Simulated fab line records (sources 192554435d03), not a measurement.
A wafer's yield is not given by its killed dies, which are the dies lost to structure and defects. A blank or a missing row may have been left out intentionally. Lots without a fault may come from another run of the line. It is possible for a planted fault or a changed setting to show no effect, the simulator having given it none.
Matching of chambers + flow n5Finfet + N5_BEOL_M1_DESCUM_16 on rieDiel-05: 4 sister chambers
The step chemistry O2, time 7 s. 20 wafers are shown with their chamber, then 10 later ones without.

== EACH WAFER AND ITS CHAMBER ==
| wafer  | chamber | throttleValvePct (%) | showerheadPlenumPTorr (Torr) | drypumpMotorCurrentA (A) |
|--------|---------|----------------------|------------------------------|--------------------------|
| L075.1 | 2       | 20.0                 | 2.03                         | 5.8                      |
| L075.3 | 3       | 20.9                 | 2.08                         | 5.3                      |
| L075.5 | 0       | 20.7                 | 2.17                         | 6.5                      |
| L080.1 | 2       | 20.0                 | 2.03                         | 5.7                      |
| L080.2 | 1       | 20.4                 | 2.05                         | 5.5                      |
| L080.6 | 2       | 20.0                 | 2.03                         | 5.7                      |
| L084.1 | 3       | 20.9                 | 2.08                         | 5.2                      |
| L084.3 | 0       | 20.7                 | 2.16                         | 6.5                      |
| L084.6 | 3       | 20.9                 | 2.08                         | 5.3                      |
| L087.1 | 0       | 20.8                 | 2.16                         | 6.5                      |
| L087.3 | 2       | 20.0                 | 2.03                         | 5.8                      |
| L087.5 | 1       | 20.4                 | 2.05                         | 5.5                      |
| L092.1 | 1       | 20.4                 | 2.05                         | 5.5                      |
| L092.4 | 0       | 20.7                 | 2.16                         | 6.5                      |
| L092.5 | 1       | 20.4                 | 2.05                         | 5.5                      |
| L090.1 | 0       | 20.7                 | 2.16                         | 6.4                      |
| L090.4 | 0       | 20.8                 | 2.16                         | 6.4                      |
| L090.6 | 2       | 20.0                 | 2.02                         | 5.8                      |
| L093.1 | 2       | 20.0                 | 2.02                         | 5.8                      |
| L093.4 | 0       | 20.8                 | 2.16                         | 6.5                      |

SIGNATURES, as means of the wafers listed above
| reading               | chamber 0 | chamber 1 | chamber 2 | chamber 3 | scatter within a chamber |
|-----------------------|-----------|-----------|-----------|-----------|--------------------------|
| throttleValvePct      | 20.743    | 20.400    | 20.000    | 20.900    | 0.0327                   |
| showerheadPlenumPTorr | 2.1614    | 2.0500    | 2.0267    | 2.0800    | 0.0037                   |
| drypumpMotorCurrentA  | 6.471     | 5.500     | 5.767     | 5.267     | 0.0463                   |
Rule: a wafer's distance from a chamber is the root of the sum, over the readings, of the square of ((its reading less the chamber's mean) divided by the reading's scatter). The wafer belongs to the nearest chamber; if the next one is less than 2 further off, it can't be placed. The scatter is the square root of a quotient: the sum, over the shown wafers, of each reading's squared deviation from its chamber's mean, divided by wafers minus chambers.

== WAFERS WITHOUT THEIR CHAMBER ==
| wafer  | throttleValvePct (%) | showerheadPlenumPTorr (Torr) | drypumpMotorCurrentA (A) |
|--------|----------------------|------------------------------|--------------------------|
| L093.5 | 20.0                 | 2.02                         | 5.7                      |
| L096.4 | 20.0                 | 2.02                         | 5.8                      |
| L096.5 | 20.6                 | 2.08                         | 5.3                      |
| L096.6 | 20.8                 | 2.15                         | 6.5                      |
| L095.1 | 20.8                 | 2.15                         | 6.4                      |
| L095.3 | 20.4                 | 2.04                         | 5.5                      |
| L095.4 | 20.6                 | 2.08                         | 5.3                      |
| L097.1 | 20.8                 | 2.15                         | 6.5                      |
| L097.2 | 20.0                 | 2.02                         | 5.8                      |
| L097.5 | 20.6                 | 2.07                         | 5.2                      |

== THE CHAMBER EACH PASSED THROUGH ==
| wafer  | from the rows above     | in truth |
|--------|-------------------------|----------|
| L093.5 | 2                       | 2        |
| L096.4 | 2                       | 2        |
| L096.5 | can't be placed: 3 or 1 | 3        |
| L096.6 | 0                       | 0        |
| L095.1 | 0                       | 0        |
| L095.3 | 1                       | 1        |
| L095.4 | can't be placed: 3 or 1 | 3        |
| L097.1 | 0                       | 0        |
| L097.2 | 2                       | 2        |
| L097.5 | can't be placed: 3 or 1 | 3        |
Correctly placed: 7 of 10. These rows do not allow placing 3 (true chamber among the candidates in 3). Number placed wrongly: 0.
